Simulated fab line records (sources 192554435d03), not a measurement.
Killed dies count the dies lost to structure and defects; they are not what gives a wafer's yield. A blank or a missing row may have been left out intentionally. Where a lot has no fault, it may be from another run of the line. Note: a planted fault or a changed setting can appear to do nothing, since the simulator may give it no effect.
Which of the tools did it?	flow n5-finfet	9 lots with 27 wafers sampled at 5 steps, on a route of 1938 steps

== WHAT THE GAUGES READ, wafer by wafer ==
N5_BEOL_M4_RC_MEAS_101. Usual: DIBL_N 36.4 mV/V, standard deviation 1.5; DIBL_P 36.6 mV/V, standard deviation 1.9; IOFF_N 0.155 nA/um, standard deviation 0.021; IOFF_P 0.211 nA/um, standard deviation 0.028; ION_N 671 uA/um, standard deviation 8.6; ION_P 462 uA/um, standard deviation 5.8; SS_N 71.5 mV/dec, standard deviation 0.5; SS_P 73.4 mV/dec, standard deviation 0.58; VT_N 250.1 mV, standard deviation 2.4; VT_P -250.1 mV, standard deviation 3.
lot	measured	on	DIBL_N (mV/V)	DIBL_P (mV/V)	IOFF_N (nA/um)	IOFF_P (nA/um)	ION_N (uA/um)	ION_P (uA/um)	SS_N (mV/dec)	SS_P (mV/dec)	VT_N (mV)	VT_P (mV)	flag
L235	day 8 08:29	prober-01	35.7 36.7 35.8	35.7 36.6 35.5	0.152 0.157 0.149	0.207 0.215 0.198	677 676 664	464 468 460	71.3 71.8 71.7	73.3 73.8 74.5	249.9 249.4 251.1	-250.3 -251.7 -249.5	
L239	day 8 22:37	prober-01	34.9 34.0 33.9	34.8 33.9 33.5	0.137 0.129 0.126	0.224 0.204 0.202	657 661 660	464 463 466	70.6 70.9 71.0	72.8 72.6 72.7	254.1 256.0 249.6	-246.3 -251.0 -251.1	
L246	day 10 20:49	prober-01	34.5 38.3 37.3	32.8 37.4 35.7	0.128 0.196 0.183	0.193 0.279 0.255	666 681 686	461 475 479	70.5 71.3 72.2	73.8 73.9 73.6	250.2 242.4 245.2	-249.4 -240.7 -242.6	
L250	day 12 09:46	prober-01	37.7 37.2 38.2	37.4 37.2 38.3	0.158 0.149 0.169	0.238 0.240 0.260	669 665 671	463 462 471	72.0 71.5 71.9	73.7 73.4 73.4	249.9 249.9 249.4	-249.9 -250.2 -246.3	
L251	day 12 04:40	prober-01	37.4 37.3 37.6	37.4 37.3 37.9	0.165 0.157 0.167	0.216 0.215 0.225	673 661 669	456 459 466	72.4 72.3 71.7	73.7 73.1 73.4	249.8 250.2 250.1	-250.1 -250.8 -247.8	
L252	day 12 13:58	prober-02	36.0 34.9 35.9	38.0 37.0 38.0	0.171 0.152 0.169	0.222 0.204 0.232	670 670 677	463 466 467	71.5 71.0 71.0	73.3 72.7 73.0	250.0 250.4 249.7	-248.7 -249.4 -247.9	
L253	day 12 16:26	prober-01	36.9 37.9 37.3	37.3 38.5 37.8	0.160 0.186 0.171	0.221 0.218 0.209	665 686 677	459 461 460	71.8 71.9 71.3	73.4 73.7 73.5	252.5 247.3 247.6	-247.9 -250.5 -250.5	
L255	day 13 15:49	prober-01	39.8 39.0 38.5	41.7 41.0 39.3	0.233 0.208 0.171	0.282 0.272 0.232	702 686 672	480 467 463	72.2 72.0 71.9	74.6 74.7 73.8	243.9 247.7 251.6	-246.3 -247.1 -249.3	
L256	day 13 09:25	prober-01	32.6 34.9 34.2	33.7 35.5 34.8	0.128 0.152 0.143	0.168 0.209 0.188	670 677 679	469 471 467	71.4 71.3 71.7	72.8 73.7 73.1	252.5 249.9 251.6	-250.6 -246.6 -253.1	

== WHICH TOOL RAN EACH LOT (tool, then ch and the chambers of the sampled wafers, then the start) ==
lot	N5_PMOS_HMC_CHANNEL_EPI_ETCH_32	N5_PMOS_HMC_CHANNEL_EPI_EPI_26	N5_FIN_SAQP_HM_DEP_72	N5_FIN_SAQP_COAT_49
L235	rie-diel-02 ch 0,2,3, day 2 00:07	epi-rpcvd-02 ch 0, day 2 02:26	pecvd-01 ch 0,1,2, day 2 03:47	litho-track-05 ch 0, day 2 03:52
L239	rie-diel-03 ch 0,2,3, day 3 00:54	epi-rpcvd-02 ch 0, day 3 03:38	pecvd-01 ch 0,1,2, day 3 05:43	litho-track-05 ch 0, day 3 05:47
L246	rie-diel-05 ch 0,3, day 4 17:50	epi-rpcvd-02 ch 0, day 4 21:10	pecvd-04 ch 0,2, day 4 22:40	litho-track-05 ch 0, day 4 22:46
L250	rie-diel-05 ch 0,1,3, day 5 18:09	epi-rpcvd-01 ch 0, day 5 21:29	pecvd-01 ch 1,2, day 5 22:50	litho-track-05 ch 0, day 5 22:55
L251	rie-diel-03 ch 0,2,3, day 6 00:08	epi-rpcvd-02 ch 0, day 6 02:52	pecvd-02 ch 1,2, day 6 04:07	litho-track-03 ch 0, day 6 04:11
L252	rie-diel-02 ch 0,2,3, day 6 08:34	epi-rpcvd-01 ch 0, day 6 11:18	pecvd-02 ch 0,1,2, day 6 13:17	litho-track-03 ch 0, day 6 13:22
L253	rie-diel-02 ch 0,1,3, day 6 12:05	epi-rpcvd-02 ch 0, day 6 14:25	pecvd-02 ch 0,1, day 6 16:33	litho-track-03 ch 0, day 6 16:37
L255	rie-diel-02 ch 2,3, day 6 23:35	epi-rpcvd-04 ch 0, day 7 01:57	pecvd-04 ch 0,1,2, day 7 03:29	litho-track-03 ch 0, day 7 03:34
L256	rie-diel-02 ch 0,2,3, day 7 05:29	epi-rpcvd-04 ch 0, day 7 08:50	pecvd-01 ch 0,1,2, day 7 10:11	litho-track-02 ch 0, day 7 10:16
- N5_PMOS_HMC_CHANNEL_EPI_ETCH_32: etches BARC in N2/H2, stops on SiO2, target depth 85.8 nm, time 50.3 s.
- N5_PMOS_HMC_CHANNEL_EPI_EPI_26: deposits Si from SiH4/H2, target thk 3.8 nm, time 22.7 s.
- N5_FIN_SAQP_HM_DEP_72: deposits SiO2 from SiH4/N2O, target thk 12 nm, time 7.2 s.
- N5_FIN_SAQP_COAT_49: time 60 s, resist thk 100 nm.

== AS READ BY THE TOOLS THEMSELVES (means over the sampled wafers that have a number; for cases with no such wafer, the mark the record gives instead) ==
N5_PMOS_HMC_CHANNEL_EPI_ETCH_32. Usual: bias-w 150.0 W, standard deviation 0.44; drypump-motor-current-A 5.6 A, standard deviation 0.44; oes-product-au 0.66 a.u., standard deviation 0.065; rf-vpp-V 524.5 V, standard deviation 2.5; showerhead-plenum-p-Torr 2.56 Torr, standard deviation 0.084; throttle-valve-pct 17.81 %, standard deviation 0.27.
lot	tool	bias-w (W)	drypump-motor-current-A (A)	oes-product-au (a.u.)	rf-vpp-V (V)	showerhead-plenum-p-Torr (Torr)	throttle-valve-pct (%)	flag
L235	rie-diel-02	150.3	5.6	0.65	524.6	2.53	17.72	
L239	rie-diel-03	149.8	5.2	0.65	525.3	2.58	17.88	
L246	rie-diel-05	149.9	6.1	0.62	522.2	2.50	18.11	
L250	rie-diel-05	149.6	5.6	0.62	524.4	2.53	17.98	
L251	rie-diel-03	149.9	5.2	0.64	524.8	2.57	17.92	
L252	rie-diel-02	150.3	5.6	0.70	526.4	2.63	17.65	
L253	rie-diel-02	150.0	5.7	0.74	527.2	2.64	17.50	
L255	rie-diel-02	149.8	5.6	0.65	525.4	2.61	17.84	
L256	rie-diel-02	149.6	5.6	0.70	526.5	2.63	17.67	

N5_PMOS_HMC_CHANNEL_EPI_EPI_26. Usual: chamber-pressure-Torr 20.01 Torr, standard deviation 0.049; lamp-inner-pct 14.5 %, standard deviation 0.58; susceptor_temp_C_max 651.1, standard deviation 0.4; throttle-valve-pct 10.98 %, standard deviation 0.17.
lot	tool	chamber-pressure-Torr (Torr)	lamp-inner-pct (%)	susceptor_temp_C_max	throttle-valve-pct (%)	flag
L235	epi-rpcvd-02	20.03	14.1	650.9	10.93	
L239	epi-rpcvd-02	20.00	14.0	651.3	10.94	
L246	epi-rpcvd-02	20.04	14.1	650.9	11.07	
L250	epi-rpcvd-01	20.03	14.1	651.5	11.10	
L251	epi-rpcvd-02	19.98	14.1	650.9	10.97	
L252	epi-rpcvd-01	19.99	14.0	651.8	11.17	
L253	epi-rpcvd-02	20.05	14.2	651.1	11.00	
L255	epi-rpcvd-04	20.09	15.3	651.3	10.93	
L256	epi-rpcvd-04	19.95	15.2	651.3	10.83	

N5_FIN_SAQP_HM_DEP_72. Usual: chamber-pressure-Torr 0.7502 Torr, standard deviation 0.0017; heater-power-w 795 W, standard deviation 110; showerhead-plenum-p-Torr 8.18 Torr, standard deviation 0.1.
lot	tool	chamber-pressure-Torr (Torr)	heater-power-w (W)	showerhead-plenum-p-Torr (Torr)	flag
L235	pecvd-01	0.7505	751	8.28	
L239	pecvd-01	0.7513	716	8.29	
L246	pecvd-04	0.7504	622	8.17	
L250	pecvd-01	0.7495	800	8.28	
L251	pecvd-02	0.7509	920	8.15	
L252	pecvd-02	0.7497	860	8.08	
L253	pecvd-02	0.7507	814	8.15	
L255	pecvd-04	0.7500	791	8.22	
L256	pecvd-01	0.7502	700	8.27	

N5_FIN_SAQP_COAT_49. Usual: resist-line-temp-C 22.97 C, standard deviation 0.1; spin-speed-rpm 1499.9 rpm, standard deviation 1.1.
lot	tool	resist-line-temp-C (C)	spin-speed-rpm (rpm)	flag
L235	litho-track-05	23.04	1499.5	
L239	litho-track-05	23.09	1499.3	
L246	litho-track-05	23.00	1435.7	OFF
L250	litho-track-05	22.94	1435.5	OFF
L251	litho-track-03	22.97	1500.4	
L252	litho-track-03	22.97	1500.3	
L253	litho-track-03	22.99	1498.9	
L255	litho-track-03	22.94	1499.7	
L256	litho-track-02	22.91	1500.5	

== THE ANSWER, worked out from the rows above alone ==
Rule: a lot counts as off when the mean over its wafers that have a number is more than 3 standard deviations away from the usual mean. A lot without any number at a reading at which 4 lots or more have one is off too. All remaining lots with rows at the step are treated as sound. Order of review: gauges by route order, followed by the tools' own readings, for which a lot's mean as printed above is used. At the first step where some lot is off, the reading lying furthest off is the one used; lots without a number count as furthest.
Off, at N5_FIN_SAQP_COAT_49 on spin-speed-rpm: L246, L250.
A tool fits if, at that step or a process step before it, it ran every lot that is off, and no sound lot after the first of them. This does not decide it: 2 tools fit, namely rie-diel-05 at N5_PMOS_HMC_CHANNEL_EPI_ETCH_32 and litho-track-05 at N5_FIN_SAQP_COAT_49.

== WHAT THE SIMULATOR HAD INSERTED ==
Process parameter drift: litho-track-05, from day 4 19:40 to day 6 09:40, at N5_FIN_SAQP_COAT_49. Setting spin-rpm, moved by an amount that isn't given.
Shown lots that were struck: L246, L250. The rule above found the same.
